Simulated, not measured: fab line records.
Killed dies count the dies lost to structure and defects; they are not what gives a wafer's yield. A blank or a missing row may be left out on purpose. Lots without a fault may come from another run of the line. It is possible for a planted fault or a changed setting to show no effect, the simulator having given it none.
fab line records	flow n5Finfet
[record] lots = 7	wafers = 21
route steps=1938 shown BEOL_M7@1299 BEOL_M8@1359 BEOL_M9@1431 BEOL_M11@1536
startH: start of the lot's first displayed wafer, in hours after the record's first day	waitH: how many hours have passed since the lot's step before this one	" the same as in the row above	L1.1+2: a row that stands for several wafers	- either no value or no given start	* or withheld: withheld	< > ~ a bound
route shown NAME@n: names a module that has steps shown in the file, with the first one's number in the route	usual: mean/standard deviation taken from wafers without a fault	same: alike in all rows	chamber/n: place in a boat	sites: readings site by site	_std_site: standard deviation across them	_edge_site: inner sites' mean taken away from outer sites' mean	radiusMm: how far each site lies from the wafer's centre	mask NAME#n: copy n	behind: the most recent tool/chamber to have shaped the wafer	hold: the reason the lot was held/the length of the hold in hours/how it ended	device: whichever transistor did not switch (one of n, p or np)	end of line: at the end of the route, the tests of the same wafers	step lacking rows: just its recipe	killed: the dies lost at the first sort to structure and to defects; this is not the yield of the wafer	map: dies across one wafer; x = killed, . = not, _ = none there
set.NAME: the setting as run; set.NAME@STEP: as run at that earlier step	model.NAME: the simulator's own value behind a step, which no gauge read
lots whose settings were changed on purpose; a table a step, a row a wafer
[[steps]]
[step N5_BEOL_M7_DESCUM_33]
[recipe] chemistry = O2	timeS = 7	sourcePowerW = 50	biasPowerW = 20	pressureMtorr = 20	rfFrequencyHz = 2.712e+07	tempC = 40	resist = CAR-EUV	o2FlowSccm = 225
lot.wafer	tool	chamber	startH	waitH	set.timeS	model.CAR-EUV_of_BEOL_M7_COAT_22.thkNm
L075.1+3+6	rieDiel-06	0,2,2	195.57	0.4	6.351	26.2
L077.1+2+5	rieDiel-02	1,3,0	206.00	0.0	7	26
L080.4+5	rieDiel-05	0	221.89	0.8	7	26
L080.6	"	1	"	"	7	26.2
L082.1+2	rieDiel-06	0,3	243.29	0.2	7	26
L082.4	"	1	"	"	7.444	25.8
L083.1+4	rieDiel-06	1,2	259.50	0.0	7	26
L083.6	"	3	"	"	5.447	26.8
L093.1	rieDiel-06	0	311.00	0.0	7	26
L093.3	"	3	"	"	7.64	25.6
L093.6	"	1	"	"	7.64	25.8
L097.2	rieDiel-06	0	331.74	0.2	7	26
L097.3	"	2	"	"	6.389	26.2
L097.4	"	3	"	"	6.389	26.4
[step N5_BEOL_M7_ETCH_72]
[recipe] chemistry = N2/H2	target = underlayer	targetDepthA = 65	maskMaterial = CAR-EUV	timeS = 5.2	ionEnergyEv = 200	pressureMtorr = 30	sourceW = 840	biasW = 150	n2FlowSccm = 200	h2FlowSccm = 200	ends = cleared
lot.wafer	tool	chamber	startH	waitH	set.timeS@BEOL_M7_DESCUM_33	model.CAR-EUV_of_BEOL_M7_COAT_22.thkNm
L075.1+3+6	rieDiel-06	0,2,2	195.60	0.0	6.351	20.6
L077.1+2	rieDiel-02	1,3	206.04	0.0	7	20.4
L077.5	"	0	"	"	7	20.2
L080.4	rieDiel-05	0	221.93	0.0	7	20.2
L080.5+6	"	0,1	"	"	7	20.4
L082.1	rieDiel-06	0	243.33	0.0	7	20.2
L082.2	"	3	"	"	7	20.4
L082.4	"	1	"	"	7.444	20
L083.1	rieDiel-06	1	259.53	0.0	7	20.4
L083.4	"	2	"	"	7	20.2
L083.6	"	3	"	"	5.447	21.2
L093.1	rieDiel-06	0	311.03	0.0	7	20.2
L093.3+6	"	3,1	"	"	7.64	20
L097.2	rieDiel-06	0	331.77	0.0	7	20.2
L097.3+4	"	2,3	"	"	6.389	20.6
[step N5_BEOL_M7_ETCH_65]
[recipe] chemistry = CF4	target = SiARC	targetDepthA = 156	maskMaterial = CAR-EUV	timeS = 26	ionEnergyEv = 80	pressureMtorr = 40	sourceW = 545	biasW = 36	Ar_flow_sccm = 100	cf4FlowSccm = 100	ends = cleared
lot.wafer	tool	chamber	startH	waitH	set.timeS@BEOL_M7_DESCUM_33	model.CAR-EUV_of_BEOL_M7_COAT_22.thkNm
L075.1+3+6	rieDiel-06	0,2,2	195.62	0.0	6.351	11.4
L077.1+2	rieDiel-02	1,3	206.05	0.0	7	11.2
L077.5	"	0	"	"	7	11
L080.4	rieDiel-05	0	221.95	0.0	7	11
L080.5+6	"	0,1	"	"	7	11.2
L082.1	rieDiel-06	0	243.34	0.0	7	11
L082.2	"	3	"	"	7	11.2
L082.4	"	1	"	"	7.444	10.8
L083.1	rieDiel-06	1	259.55	0.0	7	11.2
L083.4	"	2	"	"	7	11
L083.6	"	3	"	"	5.447	12
L093.1	rieDiel-06	0	311.05	0.0	7	11
L093.3+6	"	3,1	"	"	7.64	10.8
L097.2	rieDiel-06	0	331.79	0.0	7	11.2
L097.3	"	2	"	"	6.389	11.4
L097.4	"	3	"	"	6.389	11.6
[step N5_BEOL_M7_ETCH_41]
[recipe] chemistry = CH3F/O2	target = SiCN	targetDepthA = 319	taperDeg = 2	timeS = 57.8	ionEnergyEv = 120	maskMaterial = TiN	pressureMtorr = 30	sourceW = 395	biasW = 75	Ar_flow_sccm = 150	CH3F_flow_sccm = 30	O2_flow_sccm = 20
[usual] rfVppV = 298.2/1.7
lot.wafer	tool	chamber	startH	waitH	set.sourceW	rfVppV
L075.1	rieDiel-06	0	-	-	417.5	289.3
L075.3	"	2	"	"	395	296.4
L075.6	"	2	"	"	395	297.0
L077.1	rieDiel-02	1	-	-	395	300.0
L077.2	"	3	"	"	450.2	286.5
L077.5	"	0	"	"	450.2	286.4
L080.4	rieDiel-05	0	-	-	395	294.8
L080.5	"	0	"	"	395	295.2
L080.6	"	1	"	"	395	296.4
L082.1	rieDiel-06	0	-	-	395	295.8
L082.2	"	3	"	"	336.7	314.8
L082.4	"	1	"	"	336.7	317.3
L083.1	rieDiel-06	1	-	-	419.4	293.6
L083.4	"	2	"	"	419.4	290.6
L083.6	"	3	"	"	395	297.7
L093.1	rieDiel-06	0	-	-	332.9	312.5
L093.3	"	3	"	"	395	299.7
L093.6	"	1	"	"	332.9	316.4
L097.2	rieDiel-06	0	-	-	395	295.5
L097.3	"	2	"	"	395	296.6
L097.4	"	3	"	"	395	298.1
[step N5_BEOL_M7_STRIP_80]
[recipe] chemistry = N2/H2	timeS = 10	powerW = 450	tempC = 40	pressureMtorr = 20	rfFrequencyHz = 6e+07	biasPowerW = 7	n2FlowSccm = 200	h2FlowSccm = 200
[step N5_BEOL_M7_HM_STRIP_39]
[recipe] chemistry = peroxideTinStrip	material = TiN	targetDepthA = 250	tempC = 50	timeS = 158
lot.wafer	tool	chamber	startH	waitH	set.tempC@BEOL_M7_PECVD_70	model.SiO2_of_BEOL_M7_PECVD_70.thkNm
L075.1	wetBench-02	3	196.03	0.0	393.1	20.6
L075.3	"	0	"	"	393.1	20.4
L075.6	"	5	"	"	400	20.2
L077.1	wetBench-04	2	206.46	0.0	400	20
L077.2	"	5	"	"	400	19.8
L077.5	"	4	"	"	406	19.4
L080.4+5	wetBench-02	0,6	222.36	0.0	400	19.6
L080.6	"	1	"	"	400	19.8
L082.1	wetBench-01	1	243.75	0.0	415.5	17.2
L082.2	"	3	"	"	400	19.4
L082.4	"	2	"	"	415.5	17.6
L083.1	wetBench-01	5	259.96	0.0	400	19.6
L083.4	"	2	"	"	400	20.2
L083.6	"	4	"	"	400	19.8
L093.1	wetBench-01	2	311.46	0.0	417.2	17.4
L093.3	"	5	"	"	417.2	17.2
L093.6	"	1	"	"	400	19.8
L097.2+4	wetBench-04	1,2	332.20	0.0	400	19.8
L097.3	"	4	"	"	400	20
[step N5_BEOL_M8_COAT_22]
[recipe] resist = CAR-EUV	spinRpm = 1500	resistThkNm = 30
lot.wafer	tool	chamber	startH	waitH	set.spinRpm	model.CAR-EUV_of_BEOL_M8_COAT_22.thkNm
L075.1	lithoTrack-05	0	-	-	1500	30
L075.3+6	"	0	"	"	1353	31.6
L077.1+5	lithoTrack-05	0	-	-	1407	31
L077.2	"	0	"	"	1500	29.8
L080.4+5	lithoTrack-02	0	-	-	1500	30.2
L080.6	"	0	"	"	1500	30
L082.1+2	lithoTrack-04	0	-	-	1400	31
L082.4	"	0	"	"	1500	30
L083.1+6	lithoTrack-02	0	-	-	1352	31.6
L083.4	"	0	"	"	1500	30
L093.1+3	lithoTrack-04	0	-	-	1603	29.2
L093.6	"	0	"	"	1500	30
L097.2+3+4	lithoTrack-04	0	-	-	1500	30
[step N5_BEOL_M8_EXPOSE_25]
[recipe] maskId = V7	na = 0.33	sourceShape = annular	sigmaInner = 0.4	sigmaOuter = 0.8	polarization = unpolarized	targetCdNm = 40	doseMj = 42.5
lot.wafer	tool	chamber	startH	waitH	mask	set.doseMj
L075.1+6	euvScanner-02	0	201.54	-	V7#0	45.12
L075.3	"	0	"	"	V7#0	42.5
L077.1	euvScanner-02	0	212.75	-	V7#0	39.92
L077.2+5	"	0	"	"	V7#0	42.5
L080.4+5+6	euvScanner-02	0	230.77	-	V7#0	42.5
L082.1+2	euvScanner-02	0	256.23	-	V7#0	43.93
L082.4	"	0	"	"	V7#0	42.5
L083.1+4+6	euvScanner-01	0	266.94	-	V7#0	42.5
L093.1+3+6	euvScanner-01	0	322.56	-	V7#0	42.5
L097.2+3+4	euvScanner-01	0	339.20	-	V7#0	42.5
[step N5_BEOL_M8_PEB_26]
[recipe] pebTempC = 100	pebTimeS = 60	resist = CAR-EUV
[step N5_BEOL_M8_DEVELOP_27]
[recipe] developTimeS = 30	developer = TMAH	resist = CAR-EUV	rinseLiquid = surfactantRinse	dry = airSpin	devTempC = 23
[step N5_BEOL_M8_CD_MEAS_28]
[recipe] targetCdNm = 40	landingEnergyEv = 500	detector = seInlens
[usual] cdNm = 40.10/0.22
lot.wafer	tool	chamber	startH	waitH	set.doseMj@BEOL_M8_EXPOSE_25	cdNm
L075.1	cdSem-02	0	201.67	-	45.12	41.69
L075.3	"	0	"	"	42.5	39.88
L075.6	"	0	"	"	45.12	41.78
L077.1	cdSem-01	0	212.88	-	39.92	39.19
L077.2	"	0	"	"	42.5	40.23
L077.5	"	0	"	"	42.5	40.23
L080.4	cdSem-02	0	230.89	-	42.5	39.88
L080.5	"	0	"	"	42.5	40.43
L080.6	"	0	"	"	42.5	40.19
L082.1	cdSem-03	0	256.36	-	43.93	40.64
L082.2	"	0	"	"	43.93	40.90
L082.4	"	0	"	"	42.5	40.21
L083.1	cdSem-01	0	267.08	-	42.5	40.04
L083.4	"	0	"	"	42.5	40.07
L083.6	"	0	"	"	42.5	39.85
L093.1	cdSem-01	0	322.70	-	42.5	40.03
L093.3	"	0	"	"	42.5	40.33
L093.6	"	0	"	"	42.5	39.77
L097.2	cdSem-03	0	339.33	-	42.5	39.87
L097.3	"	0	"	"	42.5	39.91
L097.4	"	0	"	"	42.5	39.64
[step N5_BEOL_M8_DESCUM_33]
[recipe] chemistry = O2	timeS = 7	sourcePowerW = 50	biasPowerW = 20	pressureMtorr = 20	rfFrequencyHz = 2.712e+07	tempC = 40	resist = CAR-EUV	o2FlowSccm = 225
lot.wafer	tool	chamber	startH	waitH	set.doseMj@BEOL_M8_EXPOSE_25	model.BEOL_M8.cdNm
L075.1+6	rieDiel-04	3	201.80	0.0	45.12	41.4
L075.3	"	2	"	"	42.5	40
L077.1	rieDiel-01	1	213.33	0.4	39.92	39
L077.2	"	0	"	"	42.5	40.2
L077.5	"	0	"	"	42.5	40.4
L080.4	rieDiel-01	2	231.02	0.0	42.5	40
L080.5+6	"	3,0	"	"	42.5	40.2
L082.1+2	rieDiel-03	2,3	256.49	0.0	43.93	40.6
L082.4	"	1	"	"	42.5	40
L083.1	rieDiel-04	1	267.20	0.0	42.5	40.2
L083.4+6	"	2,0	"	"	42.5	40
L093.1+6	rieDiel-04	1,0	323.20	0.4	42.5	40
L093.3	"	0	"	"	42.5	40.2
L097.2	rieDiel-03	0	340.23	0.8	42.5	39.8
L097.3+4	"	3,2	"	"	42.5	40
[step N5_BEOL_M8_ETCH_72]
[recipe] chemistry = N2/H2	target = underlayer	targetDepthA = 65	maskMaterial = CAR-EUV	timeS = 5.2	ionEnergyEv = 200	pressureMtorr = 30	sourceW = 840	biasW = 150	n2FlowSccm = 200	h2FlowSccm = 200	ends = cleared
lot.wafer	tool	chamber	startH	waitH	set.spinRpm@BEOL_M8_COAT_22	set.doseMj@BEOL_M8_EXPOSE_25	model.CAR-EUV_of_BEOL_M8_COAT_22.thkNm	model.BEOL_M8.cdNm
L075.1	rieDiel-04	3	201.83	0.0	1500	45.12	20.4	41.4
L075.3	"	2	"	"	1353	42.5	22	40
L075.6	"	3	"	"	1353	45.12	22	41.4
L077.1	rieDiel-01	1	213.36	0.0	1407	39.92	21.2	38.8
L077.2	"	0	"	"	1500	42.5	20.2	40.2
L077.5	"	0	"	"	1407	42.5	21.2	40.2
L080.4	rieDiel-01	2	231.05	0.0	1500	42.5	20.6	40
L080.5	"	3	"	"	1500	42.5	20.4	40.2
L080.6	"	0	"	"	1500	42.5	20.4	40
L082.1	rieDiel-03	2	256.52	0.0	1400	43.93	21.4	40.6
L082.2	"	3	"	"	1400	43.93	21.2	40.8
L082.4	"	1	"	"	1500	42.5	20.2	40
L083.1	rieDiel-04	1	267.23	0.0	1352	42.5	21.8	40.2
L083.4	"	2	"	"	1500	42.5	20.4	40
L083.6	"	0	"	"	1352	42.5	22	40
L093.1+3	rieDiel-04	1,0	323.23	0.0	1603	42.5	19.6	40
L093.6	"	0	"	"	1500	42.5	20.4	40
L097.2+3	rieDiel-03	0,3	340.26	0.0	1500	42.5	20.2	40
L097.4	"	2	"	"	1500	42.5	20.4	40
[step N5_BEOL_M8_ETCH_65]
[recipe] chemistry = CF4	target = SiARC	targetDepthA = 156	maskMaterial = CAR-EUV	timeS = 26	ionEnergyEv = 80	pressureMtorr = 40	sourceW = 545	biasW = 36	Ar_flow_sccm = 100	cf4FlowSccm = 100	ends = cleared
lot.wafer	tool	chamber	startH	waitH	set.doseMj@BEOL_M8_EXPOSE_25	model.BEOL_M8.cdNm
L075.1+6	rieDiel-04	3	201.85	0.0	45.12	41.4
L075.3	"	2	"	"	42.5	40
L077.1	rieDiel-01	1	213.38	0.0	39.92	39
L077.2+5	"	0	"	"	42.5	40.2
L080.4+5+6	rieDiel-01	2,3,0	231.07	0.0	42.5	40
L082.1+2	rieDiel-03	2,3	256.54	0.0	43.93	40.8
L082.4	"	1	"	"	42.5	40
L083.1+6	rieDiel-04	1,0	267.25	0.0	42.5	40.2
L083.4	"	2	"	"	42.5	40
L093.1+3+6	rieDiel-04	1,0,0	323.25	0.0	42.5	40.2
L097.2	rieDiel-03	0	340.28	0.0	42.5	40.2
L097.3+4	"	3,2	"	"	42.5	40
[step N5_BEOL_M9_EXPOSE_25]
[recipe] maskId = V8	na = 0.33	sourceShape = annular	sigmaInner = 0.4	sigmaOuter = 0.8	polarization = unpolarized	doseMj = 37.25
lot.wafer	tool	chamber	startH	waitH	mask	set.doseMj
L075.1+6	euvScanner-01	0	210.00	-	V8#0	37.25
L075.3	"	0	"	"	V8#0	39.79
L077.1+2	euvScanner-01	0	220.67	-	V8#0	37.25
L077.5	"	0	"	"	V8#0	39.57
L080.4+5+6	euvScanner-02	0	236.86	-	V8#0	37.25
L082.1	euvScanner-01	0	263.14	-	V8#0	36.37
L082.2+4	"	0	"	"	V8#0	37.25
L083.1	euvScanner-01	0	274.26	-	V8#0	37.25
L083.4+6	"	0	"	"	V8#0	38.71
L093.1+6	euvScanner-02	0	330.85	-	V8#0	36.22
L093.3	"	0	"	"	V8#0	37.25
L097.2+3	euvScanner-01	0	348.80	-	V8#0	37.25
L097.4	"	0	"	"	V8#0	39.46
[step N5_BEOL_M9_PEB_26]
[recipe] pebTempC = 100	pebTimeS = 60	resist = CAR-EUV
[step N5_BEOL_M9_DEVELOP_27]
[recipe] developTimeS = 30	developer = TMAH	resist = CAR-EUV	rinseLiquid = surfactantRinse	dry = airSpin	devTempC = 23
[step N5_BEOL_M9_CD_MEAS_28]
[recipe] targetCdNm = 70	landingEnergyEv = 500	detector = seInlens	polarity = opening
[usual] cdNm = 70.01/0.26
lot.wafer	tool	chamber	startH	waitH	set.doseMj@BEOL_M9_EXPOSE_25	cdNm
L075.1	cdSem-02	0	210.13	-	37.25	70.17
L075.3	"	0	"	"	39.79	71.34
L075.6	"	0	"	"	37.25	69.69
L077.1	cdSem-03	0	220.80	-	37.25	69.50
L077.2	"	0	"	"	37.25	70.15
L077.5	"	0	"	"	39.57	71.94
L080.4	cdSem-03	0	236.98	-	37.25	69.84
L080.5	"	0	"	"	37.25	69.75
L080.6	"	0	"	"	37.25	70.11
L082.1	cdSem-03	0	263.27	-	36.37	69.65
L082.2	"	0	"	"	37.25	69.83
L082.4	"	0	"	"	37.25	69.91
L083.1	cdSem-02	0	274.39	-	37.25	70.34
L083.4	"	0	"	"	38.71	71.19
L083.6	"	0	"	"	38.71	70.77
L093.1	cdSem-03	0	330.97	-	36.22	68.86
L093.3	"	0	"	"	37.25	69.71
L093.6	"	0	"	"	36.22	69.19
L097.2	cdSem-03	0	348.92	-	37.25	69.98
L097.3	"	0	"	"	37.25	69.88
L097.4	"	0	"	"	39.46	71.83
[step N5_BEOL_M11_ILD_DEP_00]
[recipe] material = SiCOH_lowk	targetThkA = 3085.1	tempC = 300	precursor = DEMS/porogen	pressureTorr = 5	rfW = 500	timeS = 58
lot.wafer	tool	chamber	startH	waitH	set.timeS	model.SiCOH_lowk_of_BEOL_M11_ILD_DEP_00.thkNm
L075.1	pecvd-04	2	220.16	0.0	54	281.4
L075.3	"	0	"	"	58	304.4
L075.6	"	0	"	"	54	290
L077.1+5	pecvd-03	2,1	233.47	0.0	58	310.6
L077.2	"	1	"	"	58	308.6
L080.4	pecvd-02	1	251.23	0.1	58	315.2
L080.5	"	0	"	"	58	315.4
L080.6	"	2	"	"	58	314.6
L082.1	pecvd-04	0	276.78	0.0	53.11	286
L082.2	"	2	"	"	58	304.4
L082.4	"	0	"	"	58	316.6
L083.1	pecvd-03	1	286.83	0.0	58	306.2
L083.4	"	1	"	"	65.28	348
L083.6	"	2	"	"	58	313.2
L093.1	pecvd-04	0	341.87	0.0	62.65	328
L093.3	"	2	"	"	58	304.8
L093.6	"	0	"	"	58	306.8
L097.2	pecvd-02	0	366.00	0.0	58	306
L097.3	"	2	"	"	58	306.8
L097.4	"	1	"	"	58	315
[step N5_BEOL_M11_CURE_71]
[recipe] tempC = 385	timeS = 240	ambient = He/Ar	material = SiCOH_lowk
lot.wafer	tool	chamber	startH	waitH	set.timeS@BEOL_M11_ILD_DEP_00	model.SiCOH_lowk_of_BEOL_M11_ILD_DEP_00.thkNm
L075.1	uvCure-03	1	220.23	0.0	54	244
L075.3	"	1	"	"	58	264.4
L075.6	"	1	"	"	54	251.6
L077.1+5	uvCure-03	2	233.55	0.0	58	269.8
L077.2	"	2	"	"	58	268
L080.4+5	uvCure-02	2	251.52	0.3	58	274
L080.6	"	2	"	"	58	273.4
L082.1	uvCure-03	2	276.86	0.1	53.11	248
L082.2	"	2	"	"	58	264.4
L082.4	"	2	"	"	58	275.2
L083.1	uvCure-02	2	286.91	0.0	58	265.8
L083.4	"	2	"	"	65.28	303
L083.6	"	2	"	"	58	272
L093.1	uvCure-03	2	342.58	0.7	62.65	285.2
L093.3	"	2	"	"	58	264.8
L093.6	"	2	"	"	58	266.4
L097.2	uvCure-02	1	366.16	0.1	58	265.8
L097.3	"	1	"	"	58	266.6
L097.4	"	1	"	"	58	273.6
[step N5_BEOL_M11_THK_MEAS_01]
[recipe] reads = SiCOH_lowk_of_BEOL_M11_ILD_DEP_00
[usual] M11_ILD_THK = 269/3.4
lot.wafer	tool	chamber	startH	waitH	set.timeS@BEOL_M11_ILD_DEP_00	M11_ILD_THK[nm]
L075.1	filmMetro-02	-	220.75	0.4	54	244
L075.3	"	-	"	"	58	264
L075.6	"	-	"	"	54	252
L077.1	filmMetro-01	-	234.06	0.4	58	270
L077.2	"	-	"	"	58	268
L077.5	"	-	"	"	58	270
L080.4	filmMetro-02	-	251.79	0.2	58	274
L080.5	"	-	"	"	58	274
L080.6	"	-	"	"	58	273
L082.1	filmMetro-02	-	277.37	0.4	53.11	248
L082.2	"	-	"	"	58	264
L082.4	"	-	"	"	58	275
L083.1	filmMetro-01	-	287.44	0.4	58	266
L083.4	"	-	"	"	65.28	303
L083.6	"	-	"	"	58	272
L093.1	filmMetro-02	-	343.09	0.4	62.65	285
L093.3	"	-	"	"	58	265
L093.6	"	-	"	"	58	266
L097.2	filmMetro-01	-	366.59	0.4	58	266
L097.3	"	-	"	"	58	267
L097.4	"	-	"	"	58	274
[[key]]
[split] step = N5_BEOL_M7_DESCUM_33	setting = timeS	stated = 7	by = wafer
[response] step = N5_BEOL_M7_DESCUM_33	reading = model.CAR-EUV_of_BEOL_M7_COAT_22.thkNm	change = -0.0352	per = 1%	r = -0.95
[response] step = N5_BEOL_M7_ETCH_72	reading = model.CAR-EUV_of_BEOL_M7_COAT_22.thkNm	change = -0.0393	per = 1%	r = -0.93
[response] step = N5_BEOL_M7_ETCH_65	reading = model.CAR-EUV_of_BEOL_M7_COAT_22.thkNm	change = -0.038	per = 1%	r = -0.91
[split] step = N5_BEOL_M7_ETCH_41	setting = sourceW	stated = 395	by = wafer
[response] step = N5_BEOL_M7_ETCH_41	reading = rfVppV	change = -1.09	per = 1%	r = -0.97
[split] step = N5_BEOL_M8_COAT_22	setting = spinRpm	stated = 1500	by = wafer
[response] step = N5_BEOL_M8_COAT_22	reading = model.CAR-EUV_of_BEOL_M8_COAT_22.thkNm	change = -0.158	per = 1%	r = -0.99
[response] step = N5_BEOL_M8_ETCH_72	reading = model.CAR-EUV_of_BEOL_M8_COAT_22.thkNm	change = -0.153	per = 1%	r = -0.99
[split] step = N5_BEOL_M8_EXPOSE_25	setting = doseMj	stated = 42.5	by = wafer
[response] step = N5_BEOL_M8_CD_MEAS_28	reading = cdNm	change = +0.227	per = 1%	r = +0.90
[response] step = N5_BEOL_M8_DESCUM_33	reading = model.BEOL_M8.cdNm	change = +0.215	per = 1%	r = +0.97
[response] step = N5_BEOL_M8_ETCH_72	reading = model.BEOL_M8.cdNm	change = +0.226	per = 1%	r = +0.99
[response] step = N5_BEOL_M8_ETCH_65	reading = model.BEOL_M8.cdNm	change = +0.216	per = 1%	r = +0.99
[split] step = N5_BEOL_M9_EXPOSE_25	setting = doseMj	stated = 37.25	by = wafer
[response] step = N5_BEOL_M9_CD_MEAS_28	reading = cdNm	change = +0.262	per = 1%	r = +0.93
[split] step = N5_BEOL_M11_ILD_DEP_00	setting = timeS	stated = 58	by = wafer
[response] step = N5_BEOL_M11_ILD_DEP_00	reading = model.SiCOH_lowk_of_BEOL_M11_ILD_DEP_00.thkNm	change = +2.92	per = 1%	r = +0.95
[response] step = N5_BEOL_M11_CURE_71	reading = model.SiCOH_lowk_of_BEOL_M11_ILD_DEP_00.thkNm	change = +2.59	per = 1%	r = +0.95
[response] step = N5_BEOL_M11_THK_MEAS_01	reading = M11_ILD_THK	change = +2.59	per = 1%	r = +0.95
split outsideThisFile step=N5_BEOL_M7_PECVD_70 setting=tempC
// split outsideThisFile: this setting was split too, and the file shows its column; the key of that split is in another file
